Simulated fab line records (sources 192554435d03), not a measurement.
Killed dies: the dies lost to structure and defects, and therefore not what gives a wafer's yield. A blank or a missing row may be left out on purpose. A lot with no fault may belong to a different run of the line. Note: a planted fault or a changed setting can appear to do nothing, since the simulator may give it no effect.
Chamber matching	flow n5 finfet	N5_BEOL_M14_DESCUM_33 on rie diel-05: 4 sister chambers
The step chemistry O2, time 7.9 s. 4 wafers are shown with their chamber, then 9 later ones without.

== WAFERS PAIRED WITH THEIR CHAMBERS ==
wafer	chamber	showerhead plenum p Torr (Torr)
L077.4	2	1.92
L084.4	0	1.95
L085.4	3	2.14
L085.5	1	2.01

== WAFERS WITHOUT THEIR CHAMBER ==
wafer	showerhead plenum p Torr (Torr)
L086.1	1.95
L086.2	1.92
L086.6	1.92
L089.1	2.14
L089.4	2.01
L089.6	1.91
L096.2	2.13
L096.4	2.20
L096.6	2.13

== CHAMBER TAKEN BY EACH ==
wafer	from the rows above	in truth
L086.1	can't be placed: 0 or 2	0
L086.2	can't be placed: 2 or 0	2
L086.6	can't be placed: 2 or 0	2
L089.1	3	3
L089.4	1	1
L089.6	can't be placed: 2 or 0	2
L096.2	3	3
L096.4	3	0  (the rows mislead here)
L096.6	3	3
Correct placement for 4 of the 9. Unplaceable from these rows: 4, with the true chamber sitting among the candidates in 4. 1 placed wrongly.
How it was worked out, from the rows above alone: a wafer's distance from a chamber is the root of the sum, over the readings, of the square of ((its reading less the chamber's mean) divided by the reading's scatter). The wafer belongs to the nearest chamber; if the next one is less than 2 further off, it can't be placed. Each chamber's mean is taken over the wafers shown for it. The scatter: with one shown wafer a chamber, the root of the mean of the squares of how far each hidden wafer lies from its nearest shown one.
